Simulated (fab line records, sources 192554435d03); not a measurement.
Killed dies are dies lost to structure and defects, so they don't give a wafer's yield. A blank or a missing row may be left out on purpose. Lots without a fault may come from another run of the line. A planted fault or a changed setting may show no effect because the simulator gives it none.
Split-lot experiment | flow n5_finfet | 7 lots, 39 wafers read, on a route of 1938 steps

THE SPLIT
At N5_FIN_SAQP_ALD_61 (deposits SiO2, target thk 4 nm, pulse time 1 s, purge time 2 s), the setting temp_c was moved away from the recipe's 300 C on 15 of the 39 wafers read, by -4.0% to +1.7%. The other wafers ran this setting at the recipe's value.

The reading is taken at the split's own step.

THE READING
SiO2_of_FIN_SAQP_ALD_61.thk_nm (the simulator's own value, which no gauge read), in nm, at N5_FIN_SAQP_ALD_61 (deposits SiO2, target thk 4 nm, pulse time 1 s, purge time 2 s). The file gives no usual value for it. The 24 wafers here that ran the recipe average 3.999 nm, standard deviation 0.018 nm.

wafer  | tool, chamber at the split | temp_c as run, C | against the recipe | SiO2_of_FIN_SAQP_ALD_61.thk_nm, nm | against lot-mates on the recipe
L076.3 | ald_sin-04, 2              | 300              | recipe             | 4.033                              | -
L076.4 | ald_sin-04, 3              | 300              | recipe             | 4.029                              | -
L076.6 | ald_sin-04, 0              | 300              | recipe             | 4.017                              | -
L082.1 | ald_sin-02, 3              | 300              | recipe             | 4.019                              | -
L082.2 | ald_sin-02, 1              | 292.7            | -2.4%              | 4.108                              | +0.093
L082.3 | ald_sin-02, 0              | 292.7            | -2.4%              | 4.124                              | +0.109
L082.4 | ald_sin-02, 2,3            | 300              | recipe             | 4.013                              | -
L082.5 | ald_sin-02, 2,3            | 300              | recipe             | 4.013                              | -
L082.6 | ald_sin-02, 2              | 292.7            | -2.4%              | 4.144                              | +0.129
L083.1 | ald_sin-03, 0              | 305.2            | +1.7%              | 3.941                              | -0.044
L083.2 | ald_sin-03, 2              | 300              | recipe             | 3.989                              | -
L083.3 | ald_sin-03, 1              | 305.2            | +1.7%              | 3.944                              | -0.041
L083.4 | ald_sin-03, 3              | 305.2            | +1.7%              | 3.964                              | -0.021
L083.5 | ald_sin-03, 3              | 300              | recipe             | 3.985                              | -
L083.6 | ald_sin-03, 0              | 300              | recipe             | 3.982                              | -
L086.1 | ald_sin-03, 0              | 291.4            | -2.9%              | 4.093                              | +0.117
L086.2 | ald_sin-03, 2,1            | 300              | recipe             | 3.974                              | -
L086.3 | ald_sin-03, 2,1            | 300              | recipe             | 3.974                              | -
L086.4 | ald_sin-03, 3              | 300              | recipe             | 3.979                              | -
L086.5 | ald_sin-03, 1              | 291.4            | -2.9%              | 4.101                              | +0.125
L086.6 | ald_sin-03, 0              | 291.4            | -2.9%              | 4.112                              | +0.136
L089.1 | ald_sin-02, 1              | 300              | recipe             | 3.997                              | -
L089.2 | ald_sin-02, 3              | 300              | recipe             | 4.009                              | -
L089.3 | ald_sin-02, 2              | 300              | recipe             | 3.992                              | -
L089.4 | ald_sin-02, 0              | 300              | recipe             | 4.005                              | -
L089.5 | ald_sin-02, 3              | 300              | recipe             | 4.01                               | -
L089.6 | ald_sin-02, 0              | 300              | recipe             | 4.019                              | -
L090.1 | ald_sin-04, 0              | 287.9            | -4.0%              | 4.193                              | +0.199
L090.2 | ald_sin-04, 1              | 300              | recipe             | 3.99                               | -
L090.3 | ald_sin-04, 3              | 300              | recipe             | 4.015                              | -
L090.4 | ald_sin-04, 2              | 287.9            | -4.0%              | 4.191                              | +0.197
L090.5 | ald_sin-04, 1              | 300              | recipe             | 3.977                              | -
L090.6 | ald_sin-04, 0              | 287.9            | -4.0%              | 4.184                              | +0.190
L093.1 | ald_sin-04, 2              | 293.1            | -2.3%              | 4.081                              | +0.099
L093.2 | ald_sin-04, 0              | 293.1            | -2.3%              | 4.106                              | +0.124
L093.3 | ald_sin-04, 1,2            | 300              | recipe             | 3.98                               | -
L093.5 | ald_sin-04, 1,2            | 300              | recipe             | 3.98                               | -
L093.4 | ald_sin-04, 3              | 300              | recipe             | 3.986                              | -
L093.6 | ald_sin-04, 1              | 293.1            | -2.3%              | 4.105                              | +0.123
Where a row lists several chambers, the file gives one row for several wafers and doesn't say which wafer went through which chamber.

THE FIT
A straight line over all 39 wafers: SiO2_of_FIN_SAQP_ALD_61.thk_nm changes by -0.0426 nm for each +1% of temp_c; r = -0.96; the points scatter about the line by 0.02 nm.
The same after taking each lot's own level away (the mean of its wafers on the recipe; 39 wafers): -0.0435 nm for each +1%; r = -0.98; scatter 0.015 nm.
On that fit, the largest move of temp_c shifts the reading by 0.18 nm.
The lots' own levels span 3.9757 to 4.0263 nm, that is 2.8 times the standard deviation above.
So the lot-to-lot level changes the slope little: the two slopes agree.
Check: with one of the wafers moved furthest among these (-4.0%) left out of the fit, the line predicts +0.179 nm for it against its lot-mates. It came out at +0.199 nm against them.

OTHER SPLITS ON THESE WAFERS
These wafers also went through other splits before the reading. Each is held against what the fit with the lots' levels taken away leaves over:
other split on the same wafers               | wafers away from the commonest value | r with SiO2_of_FIN_SAQP_ALD_61.thk_nm (lot level and that fit taken away)
N5_PMOS_HMC_CHANNEL_EPI_FIN_RECESS_16 time_s | 15                                   | +0.11

THE FILE'S OWN FIT
SiO2_of_FIN_SAQP_ALD_61.thk_nm changes by -0.045 nm for each +1% of temp_c, r = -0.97.
